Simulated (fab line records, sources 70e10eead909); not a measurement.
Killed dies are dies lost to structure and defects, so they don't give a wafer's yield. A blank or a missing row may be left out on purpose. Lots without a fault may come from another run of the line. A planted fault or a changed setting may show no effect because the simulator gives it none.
Chamber matching | flow nand_harc | NHARC_P_CONTACT_ALD_22 on ald_metal-02: 4 sister chambers
The step deposits TiN, target thk 3 nm, pulse time 1 s, ald cycles 150. 24 wafers are shown with their chamber, then 12 later ones without.

WAFERS WITH THEIR CHAMBER
wafer  | chamber | heater_power_w (W) | precursor_pulse_height_rel
L075.1 | 0       | 960                | 0.996
L075.2 | 1       | 1095               | 0.992
L075.3 | 2       | 1149               | 1.019
L076.1 | 2       | 1149               | 0.967
L076.3 | 3       | 1064               | 0.996
L076.5 | 1       | 1087               | 1.025
L077.3 | 0       | 927                | 1.010
L077.5 | 2       | 1152               | 1.003
L077.6 | 3       | 1069               | 1.001
L078.1 | 3       | 1062               | 0.979
L078.2 | 2       | 1113               | 1.011
L078.5 | 2       | 1147               | 0.973
L079.1 | 1       | 1099               | 0.991
L079.3 | 3       | 1057               | 1.018
L079.6 | 1       | 1098               | 1.013
L080.3 | 2       | 1156               | 0.990
L080.5 | 2       | 1144               | 0.980
L080.6 | 1       | 1118               | 0.989
L081.2 | 0       | 927                | 1.031
L081.3 | 3       | 1049               | 0.985
L081.5 | 1       | 1105               | 0.976
L081.1 | 2       | 1145               | 1.015
L081.4 | 1       | 1119               | 1.009
L081.6 | 0       | 954                | 1.004

SIGNATURES (means of the wafers above)
reading                    | chamber 0 | chamber 1 | chamber 2 | chamber 3 | scatter within a chamber
heater_power_w             | 942.00    | 1103.00   | 1144.38   | 1060.20   | 12.7
precursor_pulse_height_rel | 1.01025   | 0.99929   | 0.99475   | 0.99580   | 0.0175
Rule: a wafer's distance from a chamber is the root of the sum, over the readings, of the square of ((its reading less the chamber's mean) divided by the reading's scatter). The wafer belongs to the nearest chamber; if the next one is less than 2 further off, it can't be placed. The scatter: the root of (the sum of the squares of (reading less its chamber's mean) over the shown wafers, divided by (wafers less chambers)).

WAFERS WITHOUT THEIR CHAMBER
wafer  | heater_power_w (W) | precursor_pulse_height_rel
L083.1 | 1050               | 1.003
L083.2 | 1120               | 1.020
L083.6 | 1090               | 1.024
L088.1 | 953                | 0.989
L088.2 | 1166               | 0.992
L088.6 | 1033               | 1.004
L088.3 | 1104               | 1.019
L088.4 | 1025               | 0.984
L088.5 | 1162               | 0.964
L092.1 | 962                | 1.000
L092.2 | 1013               | 0.967
L092.5 | 955                | 1.009

WHICH CHAMBER EACH WENT THROUGH
wafer  | from the rows above     | in truth
L083.1 | 3                       | 3
L083.2 | can't be placed: 1 or 2 | 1
L083.6 | can't be placed: 1 or 3 | 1
L088.1 | 0                       | 0
L088.2 | 2                       | 2
L088.6 | 3                       | 3
L088.3 | 1                       | 1
L088.4 | 3                       | 3
L088.5 | 2                       | 2
L092.1 | 0                       | 0
L092.2 | 3                       | 3
L092.5 | 0                       | 0
Placed correctly: 10 of 12. Can't be placed from these rows: 2 (the true chamber is among the candidates in 2). Placed wrongly: 0.
